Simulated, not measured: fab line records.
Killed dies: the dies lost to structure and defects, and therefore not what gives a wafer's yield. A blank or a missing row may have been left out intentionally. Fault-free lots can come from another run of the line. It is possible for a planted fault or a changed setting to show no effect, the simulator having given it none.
Code-filled problem report in 8D (eight disciplines) form + flow nand harc + the parts of the form that need people (team, actions taken, sign-off) are left out

1. PROBLEM STATEMENT
killed at array at NHARC_END_SORT_01 reads a mean of 675 on 3 wafers of 3 lots; wafers without a fault read 29 with a standard deviation of 11. That puts it +59 standard deviations away from the usual mean.
Seen first at day 24 02:35 on prober-02, wafer L170.2. The record holds 7 wafers of 3 lots with a number at this step. Rule for "out", or "out of limits": more than 4 standard deviations from the usual mean. The other wafers with a number count as sound.

2. WHAT IT IS; WHAT IT IS NOT
| question                    | is                           | is not                                                                         |
|-----------------------------|------------------------------|--------------------------------------------------------------------------------|
| which readings at this step | killed at array, killed dies | killed at other, killed at periphery, killed open, killed short                |
| which lots                  | L166, L167, L170             | -                                                                              |
| which wafers of those lots  | L166.4, L167.4, L170.2       | L166.3, L167.3, L170.5, L170.6                                                 |
| read on which gauges        | prober-01, prober-02         | -                                                                              |
| when                        | from day 24 02:35            | up to then (0 sound wafers); but 4 sound wafers of L166, L167, L170 came after |

3. SUSPECTS, AND WHAT RULES EACH OUT
Counting: if a tool at a process step up to the reading ran every lot that is out, it stays a suspect. Sound lots after the first of them don't rule it out here, since some wafers of a struck lot are sound.
- ruled out: the gauge at NHARC_END_SORT_01. 2 gauges (prober-01, prober-02) read the wafers that are out.
- rie diel-12 at NHARC_A_WL_FILL_ETCHBACK_16 (etches the open film in C4F8/O2/Ar, target depth 88 nm, time 17.6 s): kept. It ran every lot that is out, first L167 (day 19 12:44). Its own run length s readings are out on those wafers.
After counting, what remains is rie diel-12 at NHARC_A_WL_FILL_ETCHBACK_16.

4. THE CAUSE (what the simulator had put in)
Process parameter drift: rie diel-12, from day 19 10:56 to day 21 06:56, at NHARC_A_WL_FILL_ETCHBACK_16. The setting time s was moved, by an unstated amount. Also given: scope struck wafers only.
The count eliminated every tool but this one.

5. SEQUENCE OF EFFECTS, ordered by route
Rows list readings where the struck wafers' mean (over those with a number) sits beyond 3 standard deviations from the usual. Readings are gone through only where the record gives a usual standard deviation; hours: the median, over the lots, of the time from a lot's start at the first step in this table giving one to that lot's start at this step; sigmas: the change measured in usual standard deviations.
| hours | step                        | reading         | usual  | on struck wafers | change | sigmas |
|-------|-----------------------------|-----------------|--------|------------------|--------|--------|
| 0     | NHARC_A_WL_FILL_ETCHBACK_16 | run length s    | 38.9 s | 28.7             | -10.2  | -24    |
| 102   | NHARC_END_SORT_01           | killed at array | 29     | 675              | +646   | +59    |
| 102   | NHARC_END_SORT_01           | killed dies     | 33     | 677              | +644   | +59    |
The process steps in it:
- NHARC_A_WL_FILL_ETCHBACK_16: etches the open film in C4F8/O2/Ar, target depth 88 nm, time 17.6 s.

6. HOW IT WOULD HAVE BEEN CAUGHT EARLIER
In this record the first reading out of limits at a measuring or inspecting step was taken at day 24 02:35, 112 hours after the fault began at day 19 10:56.
Tool's own readings at NHARC_A_WL_FILL_ETCHBACK_16, run length s: out on all struck wafers the step has rows for; an alarm limit on them would have tripped on the first.
Each of the lots that are out, 3 in all, had begun NHARC_A_WL_FILL_ETCHBACK_16 on rie diel-12 no later than day 24 02:35. None of them would have been spared by holding the tool at that moment.
